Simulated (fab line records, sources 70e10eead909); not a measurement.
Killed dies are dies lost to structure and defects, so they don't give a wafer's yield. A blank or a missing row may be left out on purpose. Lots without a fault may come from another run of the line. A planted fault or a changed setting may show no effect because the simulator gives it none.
Which tool did it? | flow nand_harc | 7 lots, 21 wafers sampled, at 3 steps of a route of 1302

WHAT THE GAUGES READ, wafer by wafer
NHARC_A_M0_THK_MEAS_24: measures by xrf.
lot  | measured     | on            | thk_nm (nm)
L303 | day 23 10:32 | film_metro-02 | 112.1 112.5 111.6
L304 | day 24 03:44 | film_metro-02 | 113.5 116.0 114.6
L306 | day 25 03:30 | film_metro-02 | 112.7 113.3 113.1
L310 | day 27 00:03 | film_metro-01 | 113.9 114.2 112.0
L313 | day 28 16:19 | film_metro-01 | 114.2 112.1 114.8
L317 | day 30 21:36 | film_metro-01 | 116.3 114.3 114.1
L323 | day 31 15:17 | film_metro-01 | 115.3 114.9 114.1

WHICH TOOL RAN EACH LOT (tool, then ch and the chambers of the sampled wafers, then the start)
lot  | NHARC_A_M0_DESCUM_14               | NHARC_A_M0_PVD_20
L303 | rie_diel-02 ch 0,2,3, day 23 08:09 | pvd_sputter-03, day 23 10:32 or earlier
L304 | rie_diel-09 ch 1,3, day 24 01:24   | pvd_sputter-02, day 24 03:44 or earlier
L306 | rie_diel-12 ch 2,3, day 25 01:08   | pvd_sputter-01, day 25 03:30 or earlier
L310 | rie_diel-12 ch 1,3, day 26 21:38   | pvd_sputter-03, day 27 00:03 or earlier
L313 | rie_diel-02 ch 1,2, day 28 13:58   | pvd_sputter-02, day 28 16:19 or earlier
L317 | rie_diel-02 ch 0,3, day 30 19:14   | pvd_sputter-03, day 30 21:36 or earlier
L323 | rie_diel-09 ch 1,2, day 31 12:59   | pvd_sputter-02, day 31 15:17 or earlier
- NHARC_A_M0_DESCUM_14: chemistry O2, time 3 s.
- NHARC_A_M0_PVD_20: deposits TaN, target thk 5 nm, time 8.06 s.

THE ANSWER, worked out from the rows above alone
Rule: what is usual is taken from the lots themselves. Put in order of their means at a reading, lots are off if they are a third of the lots or fewer, leave a main group of 4 or more, and stand apart from it by a gap of 3 or more times the standard deviation of the main group's means; of several such gaps the widest counts. A main group whose means are all the same, to the digits that the tables above print for the reading, isn't used. A lot without any number at a reading at which 4 lots or more have one is off too. The other lots that the step has rows for count as sound.
No lot is off at any reading shown: from this, nothing can be told.

WHAT THE SIMULATOR HAD PUT IN
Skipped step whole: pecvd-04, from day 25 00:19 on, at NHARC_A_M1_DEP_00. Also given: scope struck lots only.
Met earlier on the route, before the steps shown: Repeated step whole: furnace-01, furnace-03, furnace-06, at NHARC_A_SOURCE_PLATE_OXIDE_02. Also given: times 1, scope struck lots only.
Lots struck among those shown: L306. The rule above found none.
